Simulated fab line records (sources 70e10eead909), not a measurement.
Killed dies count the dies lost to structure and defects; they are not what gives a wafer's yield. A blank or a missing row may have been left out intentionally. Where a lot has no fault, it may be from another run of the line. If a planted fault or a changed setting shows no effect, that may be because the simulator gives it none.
8D (eight disciplines) problem report, filled in by code    flow nand harc    the parts of the form that need people (team, actions taken, sign-off) are left out

## 1. WHAT IS WRONG
Mean of cd nm at NHARC_P_CONTACT_CD_MEAS_12: 84.1 nm across 2 wafers in 2 lots; on wafers with no fault it is 90.0 nm (standard deviation 0.59). That is -10 standard deviations from the usual mean.
The step: target cd 90 nm.
First observed at day 14 22:26: wafer L212.1, on cd sem-03. At this step, 36 wafers from 12 lots have a number in the record. Rule for "out", or "out of limits": more than 4 standard deviations from the usual mean. The rest of the wafers with a number are treated as sound.

## 2. WHAT IT IS, AND WHAT IT ISN'T
question                     is                    is not
which readings at this step  cd nm                 -
which lots                   L212, L213            L191, L193, L195, L196, L199, L200, L203, L204, L205, L206
which wafers of those lots   L212.1, L213.1        L212.3, L212.6, L213.4, L213.6
read on which gauges         cd sem-02, cd sem-03  cd sem-01
when                         from day 14 22:26     up to then (32 sound wafers); but 2 sound wafers of L213 came after

## 3. SUSPECTS, AND WHAT RULES EACH OUT
Counting: if a tool at a process step up to the reading ran every lot that is out, it stays a suspect. Sound lots after the first of them don't rule it out here, since some wafers of a struck lot are sound.
- the gauge at NHARC_P_CONTACT_CD_MEAS_12: ruled out. 2 gauges (cd sem-02, cd sem-03) read the wafers that are out.
- arfi scanner-01 at NHARC_P_CONTACT_EXPOSE_09 (exposes mask P CA, target cd 90 nm): kept. Ran every lot that is out, first one L212 (day 14 22:17); last sound lot up to then L200 (day 9 10:47).
The count leaves arfi scanner-01 at NHARC_P_CONTACT_EXPOSE_09.

## 4. THE CAUSE (what the simulator had put in)
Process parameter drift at NHARC_P_CONTACT_EXPOSE_09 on arfi scanner-01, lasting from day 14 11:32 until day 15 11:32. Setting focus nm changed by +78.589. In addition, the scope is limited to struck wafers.
Only this tool survived the counting.

## 5. THE EFFECT CHAIN, in route order
Rows list readings where the struck wafers' mean (over those with a number) sits beyond 3 standard deviations from the usual. Readings are gone through only where the record gives a usual standard deviation; hours: the median, over the lots, of the time from a lot's start at the first step in this table giving one to that lot's start at this step; sigmas: the change measured in usual standard deviations.
hours  step                        reading  usual    on struck wafers  change  sigmas
0      NHARC_P_CONTACT_CD_MEAS_12  cd nm    90.0 nm  84.1              -5.9    -10
Later measuring or inspecting steps at which every struck wafer that the step has a row for has a number for every such reading, and none has moved that far: NHARC_END_SORT_01.

## 6. WHAT WOULD HAVE CAUGHT IT SOONER
11 hours passed between the start of the fault at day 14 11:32 and the first reading out of limits at a measuring or inspecting step in this record, taken at day 14 22:26.
Of the lots that are out (2), L213 began NHARC_P_CONTACT_EXPOSE_09 on arfi scanner-01 after day 14 22:26. It would have been spared by a hold on the tool at that moment.
